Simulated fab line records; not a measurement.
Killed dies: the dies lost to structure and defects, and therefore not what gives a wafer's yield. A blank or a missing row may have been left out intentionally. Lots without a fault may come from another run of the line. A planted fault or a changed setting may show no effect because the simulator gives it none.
Matching of chambers + flow n5-finfet + 3 sister chambers for N5_PASSIVATION_VIA_ETCH_13 on rie-diel-06
The step etches SiO2 in CHF3/O2, target depth 660 nm, time 330 s. 14 wafers are shown with their chamber, then 6 later ones without.

WAFERS, EACH WITH ITS CHAMBER
| wafer  | chamber | showerhead-plenum-p-Torr (Torr) | drypump-motor-current-A (A) | rf-vpp-V (V) |
|--------|---------|---------------------------------|-----------------------------|--------------|
| L077.2 | 3       | 2.55                            | 5.87                        | 528          |
| L077.3 | 3       | 2.55                            | 5.93                        | 529          |
| L077.5 | 3       | 2.55                            | 5.91                        | 530          |
| L079.1 | 0       | 2.39                            | 5.79                        | 515          |
| L079.4 | 3       | 2.55                            | 5.92                        | 529          |
| L079.6 | 2       | 2.47                            | 5.43                        | 505          |
| L084.1 | 2       | 2.47                            | 5.43                        | 503          |
| L084.2 | 0       | 2.39                            | 5.76                        | 515          |
| L084.6 | 3       | 2.55                            | 5.89                        | 529          |
| L085.1 | 3       | 2.54                            | 5.87                        | 529          |
| L085.5 | 3       | 2.54                            | 5.90                        | 528          |
| L085.6 | 0       | 2.38                            | 5.77                        | 514          |
| L087.1 | 0       | 2.38                            | 5.79                        | 514          |
| L087.5 | 3       | 2.54                            | 5.89                        | 528          |

SIGNATURES (means of the wafers above)
| reading                  | chamber 0 | chamber 2 | chamber 3 | scatter within a chamber |
|--------------------------|-----------|-----------|-----------|--------------------------|
| showerhead-plenum-p-Torr | 2.3850    | 2.4700    | 2.5462    | 0.00511                  |
| drypump-motor-current-A  | 5.7775    | 5.4300    | 5.8975    | 0.0191                   |
| rf-vpp-V                 | 514.50    | 504.00    | 528.75    | 0.769                    |
Rule: a wafer's distance from a chamber is the root of the sum, over the readings, of the square of ((its reading less the chamber's mean) divided by the reading's scatter). If the next closest chamber is less than 2 further off than the closest, the wafer can't be placed; otherwise it belongs to the closest. The scatter is the square root of a quotient: the sum, over the shown wafers, of each reading's squared deviation from its chamber's mean, divided by wafers minus chambers.

WAFERS MISSING THEIR CHAMBER
| wafer  | showerhead-plenum-p-Torr (Torr) | drypump-motor-current-A (A) | rf-vpp-V (V) |
|--------|---------------------------------|-----------------------------|--------------|
| L087.6 | 2.47                            | 5.41                        | 504          |
| L091.4 | 2.38                            | 5.77                        | 514          |
| L091.5 | 2.54                            | 5.89                        | 528          |
| L095.3 | 2.38                            | 5.79                        | 514          |
| L095.5 | 2.54                            | 5.89                        | 529          |
| L095.6 | 2.38                            | 5.78                        | 513          |

EACH ONE'S CHAMBER
| wafer  | from the rows above | in truth |
|--------|---------------------|----------|
| L087.6 | 2                   | 2        |
| L091.4 | 0                   | 0        |
| L091.5 | 3                   | 3        |
| L095.3 | 0                   | 0        |
| L095.5 | 3                   | 3        |
| L095.6 | 0                   | 0        |
6 of 6 placed correctly. Can't be placed from these rows: 0. Wrongly placed: 0.
